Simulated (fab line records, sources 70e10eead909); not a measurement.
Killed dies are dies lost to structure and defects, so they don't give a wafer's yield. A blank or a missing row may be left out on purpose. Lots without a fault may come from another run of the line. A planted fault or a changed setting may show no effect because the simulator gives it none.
fab line records | flow nand_harc
record lots=5 wafers=15 last_day=29
route steps=1302 shown A_STAIRCASE@865 A_SGD_CUT@890
lots that met no fault: from a run of the same line without faults
start_h: hours from the record's first day to the start of the lot's first wafer shown | wait_h: hours since the lot's step before | " the same as in the row above | L1.1+2: a row that stands for several wafers | - no value, or no start given | * or withheld: withheld | < > ~ a bound
route shown NAME@n: a module of which the file shows steps, and the number in the route of the first | usual: mean/standard deviation of fault-free wafers | same: alike in all rows | chamber/n: place in a boat | sites: the reading at each site | _std_site: their standard deviation | _edge_site: outer sites' mean less inner sites' | radius_mm: how far each site lies from the wafer's centre | mask NAME#n: copy n | behind: the tool/chamber that last shaped the wafer | hold: why the lot was held/for how many hours/how that ended | device: the transistor (n, p or np) that didn't switch | end of line: the same wafers' tests at the end of the route | a step without rows: its recipe alone | killed: dies lost to structure and defects at the first sort, not the wafer's yield | map: a wafer's dies, x killed, . not, _ none there
set.NAME: the setting as run; set.NAME@STEP: as run at that earlier step | model.NAME: the simulator's own value behind a step, which no gauge read
lots at some steps of the route; a table a step, a row a wafer
services: from which hour (start_h, from the record's first day; less than 0 if before it) a tool's chamber was out of use, for how many hours, and why
## steps
# step NHARC_A_STAIRCASE_PEB_439
# recipe peb_temp_c=115 peb_time_s=130
# usual plate_temp_C=114.99/0.13
# same peb_time_s=130
# columns lot.wafer tool chamber start_h wait_h plate_temp_C
L077.4 litho_track-02 0 453.95 0.0 115.00
L077.5 " 0 " " 114.90
L077.6 " 0 " " 114.99
L080.2 litho_track-05 0 497.98 0.1 115.02
L080.4 " 0 " " 115.11
L080.5 " 0 " " 115.17
L084.1 litho_track-02 0 521.93 0.1 115.03
L084.2 " 0 " " 115.00
L084.4 " 0 " " 115.06
L086.2 litho_track-05 0 538.28 0.1 114.98
L086.3 " 0 " " 114.95
L086.4 " 0 " " 115.05
L088.1 litho_track-05 0 571.41 0.1 115.07
L088.2 " 0 " " 114.97
L088.3 " 0 " " 115.02
# step NHARC_A_STAIRCASE_DEVELOP_440
# recipe time_s=140
# same time_s=140
# columns lot.wafer tool chamber start_h wait_h
L077.4+5+6 litho_track-02 0 - -
L080.2+4+5 litho_track-05 0 - -
L084.1+2+4 litho_track-02 0 - -
L086.2+3+4 litho_track-05 0 - -
L088.1+2+3 litho_track-05 0 - -
# step NHARC_A_STAIRCASE_HARDBAKE_442
# recipe temp_c=120 time_s=140
# same time_s=140
# columns lot.wafer tool chamber start_h wait_h
L077.4+5+6 litho_track-02 0 454.18 -
L080.2+4+5 litho_track-02 0 498.21 -
L084.1+2+4 litho_track-05 0 522.15 -
L086.2+3+4 litho_track-02 0 538.50 -
L088.1+2+3 litho_track-02 0 571.63 -
# step NHARC_A_STAIRCASE_DESCUM_443
# recipe time_s=3 o2_flow_sccm=200 ar_flow_sccm=0 bias_power_w=0 chemistry=O2
# usual drypump_motor_current_A=5.7/0.34 mfc_ar_sccm=0.008/0.013 oes_product_au=1.002/0.015 rf_vpp_V=57.9/0.85 showerhead_plenum_p_Torr=1.91/0.092 throttle_valve_pct=11.312/0.0094
# same time_s=3
# columns lot.wafer tool chamber start_h wait_h drypump_motor_current_A mfc_ar_sccm oes_product_au rf_hours_counter_h rf_vpp_V showerhead_plenum_p_Torr throttle_valve_pct
L077.4 rie_diel-04 0 454.28 - 5.7 0.018 1.016 24 59.8 2.03 11.319
L077.6 " 1 " " 5.4 0 0.989 - 57.2 1.88 11.303
L077.5 " 2 " " 5.6 0 0.986 - 57.7 1.78 11.314
L080.2 rie_diel-04 1 498.38 - 5.4 0 0.998 35 58.9 1.88 11.303
L080.4 " 2 " " 5.6 0 1.011 41 55.6 1.77 11.300
L080.5 " 2 " " 5.6 0 1.006 - 56.8 1.77 11.312
L084.4 rie_diel-04 0 522.25 - 5.7 0.018 1.018 46 58.1 2.02 11.313
L084.1 " 1 " " 5.4 0 0.991 46 57.4 1.88 11.309
L084.2 " 2 " " 5.6 0 0.988 52 58.1 1.77 11.310
L086.4 rie_diel-13 0 538.66 - 5.6 0.023 0.993 3 58.5 1.90 11.294
L086.2 " 1 " " 5.8 0 0.995 3 57.7 1.79 11.314
L086.3 " 2 " " 5.2 0 1.027 2 58.3 1.97 11.299
L088.3 rie_diel-04 0 571.73 - 5.7 0.018 1.031 5 57.9 2.01 11.317
L088.2 " 1 " " 5.4 0 0.982 7 58.6 1.87 11.307
L088.1 " 2 " " 5.6 0 0.994 7 58.1 2.07 11.326
# step NHARC_A_STAIRCASE_ETCH_444
# recipe target_depth_a=2.04e+05 time_s=6800 c4f8_flow_sccm=20 o2_flow_sccm=10 ar_flow_sccm=withheld rf_w=600 bias_w=1000 chemistry=C4F8/O2
# usual oes_product_au=0.930/0.019 rf_vpp_V=807/5.4
# same time_s=6800
# columns lot.wafer tool chamber start_h wait_h oes_product_au rf_hours_counter_h rf_vpp_V
L077.4 rie_diel-04 3 455.30 1.0 0.928 26 801
L077.5 " 1 " " 0.924 - 806
L077.6 " 2 " " 0.914 - 799
L080.2 rie_diel-04 3 499.49 1.1 0.924 40 801
L080.4 " 0 " " 0.934 37 812
L080.5 " 1 " " 0.920 - 807
L084.2 rie_diel-04 3 522.33 0.1 0.923 50 802
L084.4 " 0 " " 0.936 47 812
L084.1 " 1 " " 0.919 46 804
L086.2 rie_diel-13 2 538.75 0.1 0.980 3 811
L086.4 " 3 " " 0.955 3 813
L086.3 " 0 " " 0.949 4 807
L088.2 rie_diel-04 1 571.81 0.1 0.948 8 805
L088.3 " 3 " " 0.969 9 801
L088.1 " 0 " " 0.956 6 813
# step NHARC_A_STAIRCASE_STRIP_446
# recipe power_w=1500 temp_c=250 chemistry=O2
# usual drypump_motor_current_A=5.83/0.28 heater_power_w=335/54
# columns lot.wafer tool chamber start_h wait_h drypump_motor_current_A heater_power_w rf_hours_counter_h
L077.4 plasma_asher-01 1 458.87 0.1 5.97 376 -
L077.6 " 1 " " 5.93 359 -
L077.5 " 0 " " 5.37 340 -
L080.2 plasma_asher-01 0 502.92 0.0 5.38 335 30
L080.4 " 1 " " 5.96 375 -
L080.5 " 1 " " 5.97 386 -
L084.2 plasma_asher-02 0 526.75 0.0 5.99 239 21
L084.1 " 1 " " 6.04 369 21
L084.4 " 1 " " 6.05 360 -
L086.2 plasma_asher-01 1 543.16 0.0 5.96 396 2
L086.3 " 1 " " 5.92 386 -
L086.4 " 0 " " 5.37 343 -
L088.2 plasma_asher-02 0 576.18 0.0 6.00 249 31
L088.1 " 1 " " 6.06 374 31
L088.3 " 1 " " 6.05 360 -
# step NHARC_A_STAIRCASE_STRIP_447
# recipe time_s=900 temp_c=130 chemistry=SPM
# same time_s=900
# columns lot.wafer tool chamber start_h wait_h
L077.6+5+4 wet_bench-06 5,6,7 459.14 0.1
L080.5+2+4 wet_bench-09 5,7,0 503.27 0.1
L084.2+4+1 wet_bench-06 5,6,7 527.11 0.3
L086.4+2+3 wet_bench-01 0,3,4 543.50 0.2
L088.1+2+3 wet_bench-09 1,5,6 576.53 0.3
# step NHARC_A_STAIRCASE_PRECLEAN_448
# recipe time_s=* temp_c=50 bath_age_min=0 chemistry=SC1
# same time_s=*
# columns lot.wafer tool chamber start_h wait_h
L077.6+5+4 wet_bench-06 5,6,7 - -
L080.5+2+4 wet_bench-09 5,7,0 - -
L084.2+4+1 wet_bench-06 5,6,7 - -
L086.4+2+3 wet_bench-01 0,3,4 - -
L088.1+2+3 wet_bench-09 1,5,6 - -
# step NHARC_A_STAIRCASE_SRD_449
# columns lot.wafer tool chamber start_h wait_h
L077.6+5+4 wet_bench-06 5,6,7 - -
L080.5+2+4 wet_bench-09 5,7,0 - -
L084.2+4+1 wet_bench-06 5,6,7 - -
L086.4+2+3 wet_bench-01 0,3,4 - -
L088.1+2+3 wet_bench-09 1,5,6 - -
# step NHARC_A_STAIRCASE_CMP_450
# recipe target_thk_nm=200 material=SiO2
# usual motor_current_A=11.8/1.2 slurry_flow_ml_min=150.0/0.44
# columns lot.wafer tool chamber start_h wait_h motor_current_A slurry_flow_ml_min
L077.4 cmp-04 0 459.62 - 12.7 149.5
L077.6 " 1 " " 13.9 150.5
L077.5 " 2 " " 11.0 149.8
L080.2 cmp-02 3 503.73 - 10.7 150.0
L080.4 " 2 " " 11.6 150.7
L080.5 " 0 " " 14.2 149.7
L084.1 cmp-01 0 527.55 - 10.7 150.2
L084.2 " 1 " " 10.5 150.0
L084.4 " 2 " " 12.7 150.3
L086.3 cmp-04 2 543.97 - 11.2 149.6
L086.2 " 3 " " 10.7 149.4
L086.4 " 0 " " 12.9 149.8
L088.3 cmp-01 0 576.98 - 10.1 150.4
L088.2 " 1 " " 10.5 150.9
L088.1 " 2 " " 12.3 150.4
# step NHARC_A_STAIRCASE_CMP_152
# usual motor_current_A=11.8/1.2 slurry_flow_ml_min=150.0/0.4
# columns lot.wafer tool chamber start_h wait_h motor_current_A slurry_flow_ml_min
L077.4 cmp-04 0 459.69 0.1 12.6 150.3
L077.6 " 1 " " 14.1 150.1
L077.5 " 2 " " 12.1 149.6
L080.2 cmp-02 3 503.80 0.1 10.8 150.6
L080.4 " 2 " " 12.2 150.8
L080.5 " 0 " " 12.8 150.2
L084.1 cmp-01 0 527.62 0.1 10.9 149.7
L084.2 " 1 " " 11.7 150.5
L084.4 " 2 " " 12.3 150.0
L086.3 cmp-04 2 544.04 0.1 11.6 150.2
L086.2 " 3 " " 11.4 150.3
L086.4 " 0 " " 13.3 149.2
L088.3 cmp-01 0 577.05 0.1 9.9 150.2
L088.2 " 1 " " 11.3 149.9
L088.1 " 2 " " 12.5 150.9
# step NHARC_A_STAIRCASE_SRD_154
# columns lot.wafer tool chamber start_h wait_h
L077.4+5+6 wet_bench-06 0,1,3 459.95 0.0
L080.5+2+4 wet_bench-06 0,1,3 504.09 0.0
L084.4+2+1 wet_bench-06 1,3,5 527.91 0.0
L086.2+3+4 wet_bench-01 6,0,2 544.32 0.0
L088.2+3+1 wet_bench-09 7,1,2 577.34 0.0
# step NHARC_A_STAIRCASE_ETCH_403
# recipe target_depth_a=1082 chemistry=dHF material=SiO2
# columns lot.wafer tool chamber start_h wait_h
L077.4+5+6 wet_bench-06 0,1,3 459.97 0.0
L080.5+2+4 wet_bench-06 0,1,3 504.12 0.0
L084.4+2+1 wet_bench-06 1,3,5 527.93 0.0
L086.2+3+4 wet_bench-01 6,0,2 544.34 0.0
L088.2+3+1 wet_bench-09 7,1,2 577.37 0.0
# step NHARC_A_STAIRCASE_ETCHBACK_422
# recipe target_depth_a=400 over_etch_frac=0.3 time_s=74.286 ion_energy_ev=120 ch3f_flow_sccm=50 o2_flow_sccm=30 ar_flow_sccm=200 rf_w=500 bias_w=100 chemistry=CH3F/O2
# usual drypump_motor_current_A=5.7/0.33 mfc_ar_sccm=200.0/0.66 oes_product_au=0.95/0.036 rf_vpp_V=244.2/1.7 showerhead_plenum_p_Torr=2.46/0.12 throttle_valve_pct=20.664/0.0092
# same time_s=74.286
# columns lot.wafer tool chamber start_h wait_h drypump_motor_current_A mfc_ar_sccm oes_product_au rf_hours_counter_h rf_vpp_V showerhead_plenum_p_Torr throttle_valve_pct
L077.4 rie_diel-09 0 460.12 0.1 6.0 199.6 0.92 45 245.8 2.62 20.660
L077.6 " 0 " " 6.1 199.7 0.91 - 246.2 2.62 20.664
L077.5 " 1 " " 5.9 200.3 0.94 - 244.0 2.37 20.660
L080.2 rie_diel-04 1 504.26 0.1 5.4 200.6 0.99 40 243.5 2.41 20.675
L080.4 " 3 " " 6.2 200.4 1.00 42 242.2 2.33 20.661
L080.5 " 1 " " 5.4 200.7 0.99 - 243.7 2.41 20.670
L084.2 rie_diel-04 2 528.08 0.1 5.6 199.3 0.97 54 240.9 2.28 20.666
L084.4 " 0 " " 5.7 199.5 1.00 50 245.0 2.59 20.678
L084.1 " 1 " " 5.4 199.7 0.97 48 244.2 2.41 20.644
L086.3 rie_diel-04 2 544.53 0.2 5.6 199.7 0.98 0 245.8 2.66 20.674
L086.4 " 3 " " 6.2 200.0 1.01 0 241.6 2.32 20.681
L086.2 " 0 " " 5.7 199.8 1.03 0 245.9 2.59 20.656
L088.2 rie_diel-04 1 577.51 0.1 5.5 200.6 0.99 11 245.4 2.41 20.671
L088.3 " 2 " " 5.6 199.3 0.98 11 247.1 2.66 20.677
L088.1 " 0 " " 5.8 199.1 1.03 7 246.5 2.58 20.664
# step NHARC_A_STAIRCASE_ETCH_423
# recipe target_depth_a=300 chemistry=dHF material=SiO2
# columns lot.wafer tool chamber start_h wait_h
L077.4+6+5 wet_bench-06 6,1,3 460.28 0.1
L080.5+4+2 wet_bench-06 3,4,5 504.42 0.1
L084.1+2+4 wet_bench-06 6,2,3 528.24 0.1
L086.2+4+3 wet_bench-06 4,6,1 544.68 0.1
L088.1+3+2 wet_bench-01 5,7,0 577.69 0.1
# step NHARC_A_STAIRCASE_ETCHBACK_157
# recipe target_depth_a=900 over_etch_frac=0.3 time_s=167.14 ion_energy_ev=120 ch3f_flow_sccm=50 o2_flow_sccm=30 ar_flow_sccm=200 rf_w=500 bias_w=100 chemistry=CH3F/O2
# usual drypump_motor_current_A=5.8/0.34 mfc_ar_sccm=200.0/0.58 oes_product_au=0.96/0.035 rf_vpp_V=244.3/1.7 showerhead_plenum_p_Torr=2.46/0.11 throttle_valve_pct=20.664/0.0092
# same time_s=167.14
# columns lot.wafer tool chamber start_h wait_h drypump_motor_current_A mfc_ar_sccm oes_product_au rf_hours_counter_h rf_vpp_V showerhead_plenum_p_Torr throttle_valve_pct
L077.4 rie_diel-09 2 460.48 0.2 6.3 200.8 0.92 48 246.0 2.53 20.653
L077.5 " 2 " " 6.2 199.5 0.93 - 246.0 2.53 20.658
L077.6 " 3 " " 5.4 199.9 0.93 - 243.5 2.39 20.662
L080.2 rie_diel-04 2 504.63 0.2 5.6 199.9 1.00 46 241.3 2.28 20.662
L080.4 " 3 " " 6.2 199.7 1.01 42 242.4 2.33 20.660
L080.5 " 2 " " 5.6 199.5 1.01 - 240.9 2.28 20.659
L084.2 rie_diel-09 1 528.45 0.2 5.9 200.4 0.99 7 244.5 2.36 20.665
L084.4 " 2 " " 6.3 200.5 0.98 9 244.2 2.53 20.665
L084.1 " 3 " " 5.4 200.5 1.03 10 243.8 2.38 20.670
L086.4 rie_diel-09 3 544.87 0.2 5.3 201.1 1.02 14 242.9 2.38 20.667
L086.2 " 0 " " 6.0 200.6 0.98 13 245.5 2.61 20.659
L086.3 " 2 " " 6.2 200.2 0.99 14 247.2 2.52 20.648
L088.1 rie_diel-04 2 577.89 0.2 5.6 199.9 0.97 11 246.7 2.66 20.674
L088.3 " 3 " " 6.2 200.8 1.00 10 242.8 2.32 20.656
L088.2 " 0 " " 5.7 200.9 1.03 7 244.3 2.58 20.664
# step NHARC_A_STAIRCASE_STRIP_475
# recipe time_s=20 o2_flow_sccm=500 ar_flow_sccm=0 bias_w=0 chemistry=O2
# usual drypump_motor_current_A=5.8/0.35 mfc_ar_sccm=0.009/0.014 oes_product_au=0.998/0.016 rf_vpp_V=57.8/0.96 showerhead_plenum_p_Torr=3.53/0.16 throttle_valve_pct=17.037/0.0095
# same time_s=20
# columns lot.wafer tool chamber start_h wait_h drypump_motor_current_A mfc_ar_sccm oes_product_au rf_hours_counter_h rf_vpp_V showerhead_plenum_p_Torr throttle_valve_pct
L077.4 rie_diel-09 0 - - 6.1 0.027 0.984 45 57.6 3.75 17.049
L077.5 " 1 " " 5.9 0 0.997 - 57.3 3.40 17.026
L077.6 " 2 " " 6.2 0 0.987 - 57.4 3.63 17.043
L080.2 rie_diel-04 3 - - 6.2 0.042 0.994 42 58.6 3.35 17.047
L080.4 " 2 " " 5.6 0 0.998 46 56.3 3.28 17.033
L080.5 " 3 " " 6.2 0.042 0.997 - 58.5 3.35 17.025
L084.1 rie_diel-09 0 - - 6.0 0.027 0.978 8 59.2 3.74 17.035
L084.4 " 1 " " 5.9 0 0.981 8 56.8 3.39 17.039
L084.2 " 3 " " 5.4 0 1.028 10 57.4 3.42 17.044
L086.2 rie_diel-09 3 - - 5.4 0 1.023 15 56.4 3.42 17.032
L086.3 " 1 " " 5.9 0 0.979 13 56.4 3.39 17.035
L086.4 " 2 " " 6.2 0 0.983 14 56.5 3.62 17.030
L088.1 rie_diel-04 0 - - 5.7 0.018 1.027 8 58.1 3.70 17.040
L088.3 " 1 " " 5.4 0 0.974 11 58.9 3.46 17.022
L088.2 " 2 " " 5.6 0 0.980 11 57.9 3.80 17.034
# step NHARC_A_STAIRCASE_DEP_471
# recipe target_thk_a=1000 temp_c=400 pressure_torr=6.5 rf_w=900 teos_flow_sccm=161.4 flow_sccm=2650 target_thk_nm=100 gas=O2 material=SiO2
# usual flow_sccm=2650/7.6 heater_power_w=551/140 mfc_precursor_sccm=161.4/0.5 throttle_valve_pct=15.8/0.49
# columns lot.wafer tool chamber start_h wait_h flow_sccm heater_power_w mfc_precursor_sccm throttle_valve_pct
L077.4 pecvd-01 2 460.85 - 2642 565 161.2 15.4
L077.6 " 0 " " 2654 645 160.6 16.6
L077.5 " 1 " " 2648 770 161.6 15.6
L080.2 pecvd-04 2 505.23 - 2654 494 161.3 16.0
L080.4 " 1 " " 2653 567 161.2 16.3
L080.5 " 2 " " 2649 498 161.4 15.9
L084.1 pecvd-04 1 528.71 - 2650 522 161.6 16.3
L084.2 " 2 " " 2659 481 161.2 16.2
L084.4 " 1 " " 2661 535 161.8 16.3
L086.2 pecvd-03 2 545.15 - 2638 502 162.0 15.8
L086.3 " 0 " " 2652 228 160.9 15.6
L086.4 " 1 " " 2637 671 161.3 15.8
L088.3 pecvd-03 0 578.15 - 2644 315 161.8 16.2
L088.1 " 1 " " 2648 600 160.9 15.2
L088.2 " 2 " " 2633 488 162.1 14.9
# step NHARC_A_STAIRCASE_CMP_472
# recipe material=SiO2
# usual motor_current_A=11.9/1.1 slurry_flow_ml_min=150.0/0.47
# columns lot.wafer tool chamber start_h wait_h motor_current_A slurry_flow_ml_min
L077.4 cmp-04 0 461.09 0.2 12.6 148.8
L077.6 " 2 " " 11.1 149.9
L077.5 " 3 " " 10.7 149.5
L080.4 cmp-02 3 505.49 0.2 10.9 150.0
L080.2 " 0 " " 13.5 149.5
L080.5 " 2 " " 12.4 150.1
L084.1 cmp-04 1 528.99 0.2 14.0 149.7
L084.2 " 3 " " 10.6 149.9
L084.4 " 0 " " 12.6 150.1
L086.3 cmp-01 0 545.45 0.2 10.1 150.3
L086.2 " 1 " " 10.8 150.4
L086.4 " 2 " " 13.0 150.0
L088.3 cmp-04 0 578.42 0.2 13.2 149.6
L088.1 " 1 " " 13.8 150.4
L088.2 " 2 " " 10.8 150.1
# step NHARC_A_STAIRCASE_SRD_474
# columns lot.wafer tool chamber start_h wait_h
L077.5+4+6 wet_bench-09 5,6,1 461.31 0.0
L080.4+2+5 wet_bench-09 0,3,5 505.70 0.0
L084.1+2+4 wet_bench-01 5,7,1 529.26 0.0
L086.3+2+4 wet_bench-01 0,2,3 545.68 0.0
L088.1+2+3 wet_bench-09 4,6,7 578.68 0.0
# step NHARC_A_STAIRCASE_INSPECT_155
# usual raw_defect_count=455/120
# columns lot.wafer tool chamber start_h wait_h raw_defect_count
L077.4 defect_inspect-02 - 461.41 0.1 514
L077.5 " - " " 389
L077.6 " - " " 512
L080.2 defect_inspect-02 - 505.79 0.1 386
L080.4 " - " " 354
L080.5 " - " " 272
L084.1 defect_inspect-02 - 529.36 0.1 444
L084.2 " - " " 510
L084.4 " - " " 410
L086.2 defect_inspect-01 - 545.76 0.1 402
L086.3 " - " " 230
L086.4 " - " " 306
L088.1 defect_inspect-01 - 578.76 0.1 475
L088.2 " - " " 492
L088.3 " - " " 861
# step NHARC_A_SGD_CUT_DEP_00
# recipe target_thk_a=500 temp_c=400 target_thk_nm=50 flow_sccm=200 rf_w=450 material=SiNx
# usual heater_power_w=714/110
# columns lot.wafer tool chamber start_h wait_h heater_power_w
L077.6 pecvd-03 1 461.56 0.1 722
L077.5 " 2 " " 711
L077.4 " 0 " " 443
L080.2 pecvd-04 0 505.88 0.1 748
L080.5 " 2 " " 631
L080.4 " 0 " " 716
L084.2 pecvd-02 0 529.43 0.1 874
L084.1 " 2 " " 704
L084.4 " 2 " " 719
L086.2 pecvd-02 2 545.83 0.1 658
L086.3 " 1 " " 658
L086.4 " 0 " " 952
L088.2 pecvd-02 2 578.82 0.1 650
L088.1 " 0 " " 893
L088.3 " 1 " " 603
# step NHARC_A_SGD_CUT_DEHYDRATE_01
# recipe temp_c=150 time_s=120
# usual plate_temp_C=149.98/0.15
# same time_s=120
# columns lot.wafer tool chamber start_h wait_h plate_temp_C
L077.4 litho_track-04 0 461.74 0.1 149.82
L077.5 " 0 " " 149.89
L077.6 " 0 " " 149.73
L080.2 litho_track-04 0 506.13 0.2 149.90
L080.4 " 0 " " 149.82
L080.5 " 0 " " 149.78
L084.1 litho_track-01 0 529.70 0.2 150.13
L084.2 " 0 " " 150.04
L084.4 " 0 " " 150.08
L086.2 litho_track-01 0 546.10 0.2 150.04
L086.3 " 0 " " 150.02
L086.4 " 0 " " 149.84
L088.1 litho_track-04 0 579.09 0.2 150.07
L088.2 " 0 " " 150.08
L088.3 " 0 " " 149.88
# step NHARC_A_SGD_CUT_HMDS_02
# recipe time_s=30
# same time_s=30
# columns lot.wafer tool chamber start_h wait_h
L077.4+5+6 litho_track-04 0 - -
L080.2+4+5 litho_track-04 0 - -
L084.1+2+4 litho_track-01 0 - -
L086.2+3+4 litho_track-01 0 - -
L088.1+2+3 litho_track-04 0 - -
# step NHARC_A_SGD_CUT_COAT_56
# recipe temp_c=260 time_s=75
# usual plate_temp_C=259.99/0.17
# same time_s=75
# columns lot.wafer tool chamber start_h wait_h plate_temp_C
L077.4 litho_track-04 0 - - 259.96
L077.5 " 0 " " 259.77
L077.6 " 0 " " 259.84
L080.2 litho_track-04 0 - - 260.08
L080.4 " 0 " " 260.08
L080.5 " 0 " " 260.06
L084.1 litho_track-01 0 - - 259.81
L084.2 " 0 " " 259.74
L084.4 " 0 " " 259.74
L086.2 litho_track-01 0 - - 259.93
L086.3 " 0 " " 259.96
L086.4 " 0 " " 259.99
L088.1 litho_track-04 0 - - 260.06
L088.2 " 0 " " 259.91
L088.3 " 0 " " 260.18
# step NHARC_A_SGD_CUT_COAT_57
# recipe temp_c=225 time_s=65
# usual plate_temp_C=225.01/0.17
# same time_s=65
# columns lot.wafer tool chamber start_h wait_h plate_temp_C
L077.4 litho_track-04 0 - - 225.10
L077.5 " 0 " " 225.01
L077.6 " 0 " " 224.93
L080.2 litho_track-04 0 - - 225.12
L080.4 " 0 " " 224.92
L080.5 " 0 " " 225.30
L084.1 litho_track-01 0 - - 224.85
L084.2 " 0 " " 225.12
L084.4 " 0 " " 224.94
L086.2 litho_track-01 0 - - 225.19
L086.3 " 0 " " 224.87
L086.4 " 0 " " 224.79
L088.1 litho_track-04 0 - - 224.95
L088.2 " 0 " " 225.18
L088.3 " 0 " " 224.87
# step NHARC_A_SGD_CUT_COAT_03
# recipe spin_rpm=1500 resist_thk_nm=90
# columns lot.wafer tool chamber start_h wait_h
L077.4+5+6 litho_track-04 0 - -
L080.2+4+5 litho_track-04 0 - -
L084.1+2+4 litho_track-01 0 - -
L086.2+3+4 litho_track-01 0 - -
L088.1+2+3 litho_track-04 0 - -
# step NHARC_A_SGD_CUT_SOFTBAKE_04
# recipe temp_c=105 time_s=55
# usual plate_temp_C=105.02/0.12
# same time_s=55
# columns lot.wafer tool chamber start_h wait_h plate_temp_C
L077.4 litho_track-04 0 - - 105.26
L077.5 " 0 " " 105.18
L077.6 " 0 " " 104.91
L080.2 litho_track-04 0 - - 105.11
L080.4 " 0 " " 104.86
L080.5 " 0 " " 104.92
L084.1 litho_track-01 0 - - 105.08
L084.2 " 0 " " 104.80
L084.4 " 0 " " 104.76
L086.2 litho_track-01 0 - - 105.04
L086.3 " 0 " " 105.13
L086.4 " 0 " " 105.12
L088.1 litho_track-04 0 - - 104.97
L088.2 " 0 " " 104.79
L088.3 " 0 " " 105.16
# step NHARC_A_SGD_CUT_EBR_05
# columns lot.wafer tool chamber start_h wait_h
L077.4+5+6 litho_track-04 0 - -
L080.2+4+5 litho_track-04 0 - -
L084.1+2+4 litho_track-01 0 - -
L086.2+3+4 litho_track-01 0 - -
L088.1+2+3 litho_track-04 0 - -
# step NHARC_A_SGD_CUT_EXPOSE_06
# recipe na=1.35 dose_mj=85.59 mask_id=SGD
# usual exposure_dose_mJ_cm2=85.60/0.087
# columns lot.wafer tool chamber start_h wait_h mask exposure_dose_mJ_cm2
L077.4 arfi_scanner-01 0 462.06 - SGD#0 85.58
L077.5 " 0 " " SGD#0 85.57
L077.6 " 0 " " SGD#0 85.54
L080.2 arfi_scanner-01 0 506.44 - SGD#0 85.62
L080.4 " 0 " " SGD#0 85.60
L080.5 " 0 " " SGD#0 85.64
L084.1 arfi_scanner-01 0 529.88 - SGD#0 85.51
L084.2 " 0 " " SGD#0 85.46
L084.4 " 0 " " SGD#0 85.55
L086.2 arfi_scanner-01 0 546.29 - SGD#0 85.59
L086.3 " 0 " " SGD#0 85.78
L086.4 " 0 " " SGD#0 85.79
L088.1 arfi_scanner-02 0 579.40 - SGD#0 85.72
L088.2 " 0 " " SGD#0 85.61
L088.3 " 0 " " SGD#0 85.60
# step NHARC_A_SGD_CUT_PEB_07
# recipe peb_temp_c=100 peb_time_s=65
# usual plate_temp_C=100.01/0.12
# same peb_time_s=65
# columns lot.wafer tool chamber start_h wait_h plate_temp_C
L077.4 litho_track-04 0 462.11 0.0 99.97
L077.5 " 0 " " 99.91
L077.6 " 0 " " 99.95
L080.2 litho_track-06 0 506.51 0.1 99.90
L080.4 " 0 " " 100.14
L080.5 " 0 " " 99.82
L084.1 litho_track-04 0 529.94 0.1 99.87
L084.2 " 0 " " 100.04
L084.4 " 0 " " 100.05
L086.2 litho_track-04 0 546.34 0.1 100.06
L086.3 " 0 " " 99.96
L086.4 " 0 " " 100.09
L088.1 litho_track-06 0 579.46 0.1 100.02
L088.2 " 0 " " 99.96
L088.3 " 0 " " 100.11
# step NHARC_A_SGD_CUT_DEVELOP_08
# recipe develop_time_s=35 dev_temp_c=23
# columns lot.wafer tool chamber start_h wait_h
L077.4+5+6 litho_track-04 0 - -
L080.2+4+5 litho_track-06 0 - -
L084.1+2+4 litho_track-04 0 - -
L086.2+3+4 litho_track-04 0 - -
L088.1+2+3 litho_track-06 0 - -
# step NHARC_A_SGD_CUT_CD_MEAS_09
# recipe target_cd_nm=100 landing_energy_ev=500
# usual cd_nm=99.9/0.61
# columns lot.wafer tool chamber start_h wait_h cd_nm
L077.4 cd_sem-01 0 462.20 - 99.5
L077.5 " 0 " " 100.2
L077.6 " 0 " " 99.0
L080.2 cd_sem-01 0 506.59 - 99.2
L080.4 " 0 " " 99.4
L080.5 " 0 " " 100.1
L084.1 cd_sem-03 0 530.02 - 99.7
L084.2 " 0 " " 101.1
L084.4 " 0 " " 100.2
L086.2 cd_sem-02 0 546.42 - 101.0
L086.3 " 0 " " 100.6
L086.4 " 0 " " 99.8
L088.1 cd_sem-02 0 579.54 - 100.2
L088.2 " 0 " " 100.3
L088.3 " 0 " " 100.7
# step NHARC_A_SGD_CUT_OVL_MEAS_10
# usual overlay_x_nm=0.1/0.93 overlay_y_nm=0.4/0.92
# columns lot.wafer tool chamber start_h wait_h overlay_x_nm overlay_y_nm
L077.4 overlay-01 - 462.28 - 0.6 0.0
L077.5 " - " " 0.5 0.6
L077.6 " - " " 0.1 0.7
L080.2 overlay-02 - 506.67 - -0.2 0.5
L080.4 " - " " 0.1 0.9
L080.5 " - " " 0.4 1.1
L084.1 overlay-01 - 530.11 - 1.4 -1.4
L084.2 " - " " 1.4 -1.1
L084.4 " - " " 1.5 -1.5
L086.2 overlay-01 - 546.51 - 0.3 0.9
L086.3 " - " " 0.2 0.1
L086.4 " - " " 0.4 0.8
L088.1 overlay-02 - 579.63 - 0.2 1.4
L088.2 " - " " 0.4 -0.1
L088.3 " - " " 0.4 1.0
# step NHARC_A_SGD_CUT_INSPECT_11
# usual raw_defect_count=57/24
# columns lot.wafer tool chamber start_h wait_h raw_defect_count
L077.4 defect_inspect-02 - 462.32 0.0 100
L077.5 " - " " 102
L077.6 " - " " 106
L080.2 defect_inspect-02 - 506.71 0.0 20
L080.4 " - " " 22
L080.5 " - " " 19
L084.1 defect_inspect-01 - 530.15 0.0 95
L084.2 " - " " 90
L084.4 " - " " 80
L086.2 defect_inspect-01 - 546.55 0.0 14
L086.3 " - " " 19
L086.4 " - " " 17
L088.1 defect_inspect-02 - 579.67 0.0 57
L088.2 " - " " 43
L088.3 " - " " 47
## services
# columns tool chamber start_h hours kind
arfi_scanner-01 - 430.25 4.0 pm
cmp-04 - 430.81 0.3 repair
cmp-01 - 431.52 0.3 repair
rie_diel-09 1 443.80 8.7 repair
wet_bench-01 - 453.60 8.0 pm
cmp-01 - 458.25 0.8 repair
litho_track-05 - 474.00 7.0 pm
cmp-01 - 479.61 4.0 pm
rie_diel-09 - 497.14 9.0 pm
cmp-04 - 503.00 4.0 pm
litho_track-01 - 505.00 7.0 pm
cmp-04 - 510.26 3.5 repair
cmp-04 - 516.95 4.5 repair
arfi_scanner-01 - 526.14 0.9 repair
wet_bench-09 - 528.80 8.0 pm
litho_track-06 - 529.00 7.0 pm
rie_diel-04 - 534.14 9.0 pm
wet_bench-06 - 545.60 8.0 pm
litho_track-04 - 553.00 7.0 pm
arfi_scanner-01 - 564.95 1.6 repair
cmp-01 - 573.51 1.7 repair
cmp-04 - 576.62 0.5 repair
litho_track-02 - 577.00 7.0 pm
cmp-01 - 577.61 4.0 pm
## key
fault none
